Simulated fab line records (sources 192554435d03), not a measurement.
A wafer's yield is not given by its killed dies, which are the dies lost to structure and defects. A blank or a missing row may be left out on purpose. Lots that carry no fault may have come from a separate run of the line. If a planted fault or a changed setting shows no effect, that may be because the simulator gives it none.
Matching of chambers / flow n5 finfet / rie si-05 running N5_FIN_SAQP_ETCH_64: 4 sister chambers
The step etches SiO2 in CF4, target depth 1.5 nm. 4 wafers are shown with their chamber, then 10 later ones without.

== WAFERS WITH THEIR CHAMBER ==
wafer=L090.3; chamber=2; throttle valve pct (%)=21.85
wafer=L090.4; chamber=3; throttle valve pct (%)=21.82
wafer=L093.1; chamber=0; throttle valve pct (%)=21.47
wafer=L093.2; chamber=1; throttle valve pct (%)=21.61

== WAFERS MISSING THEIR CHAMBER ==
wafer=L093.5; throttle valve pct (%)=21.47
wafer=L095.1; throttle valve pct (%)=21.85
wafer=L095.3; throttle valve pct (%)=21.62
wafer=L095.6; throttle valve pct (%)=21.45
wafer=L096.2; throttle valve pct (%)=21.82
wafer=L096.5; throttle valve pct (%)=21.62
wafer=L096.6; throttle valve pct (%)=21.88
wafer=L097.1; throttle valve pct (%)=21.86
wafer=L097.4; throttle valve pct (%)=21.80
wafer=L097.6; throttle valve pct (%)=21.88

== CHAMBER TAKEN BY EACH ==
wafer=L093.5; from the rows above=0; in truth=0
wafer=L095.1; from the rows above=can't be placed: 2 or 3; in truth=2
wafer=L095.3; from the rows above=1; in truth=1
wafer=L095.6; from the rows above=0; in truth=0
wafer=L096.2; from the rows above=can't be placed: 3 or 2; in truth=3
wafer=L096.5; from the rows above=1; in truth=1
wafer=L096.6; from the rows above=can't be placed: 2 or 3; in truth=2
wafer=L097.1; from the rows above=can't be placed: 2 or 3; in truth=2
wafer=L097.4; from the rows above=can't be placed: 3 or 2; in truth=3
wafer=L097.6; from the rows above=can't be placed: 2 or 3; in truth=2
Correct placement for 4 of the 10. Not placeable from these rows: 6 (in 6, the candidates include the true chamber). 0 placed wrongly.
How it was worked out, from the rows above alone: a wafer's distance from a chamber is the root of the sum, over the readings, of the square of ((its reading less the chamber's mean) divided by the reading's scatter). If the next closest chamber is less than 2 further off than the closest, the wafer can't be placed; otherwise it belongs to the closest. For every chamber, the mean is computed from those of its wafers that are shown. The scatter: with one shown wafer a chamber, the root of the mean of the squares of how far each hidden wafer lies from its nearest shown one.
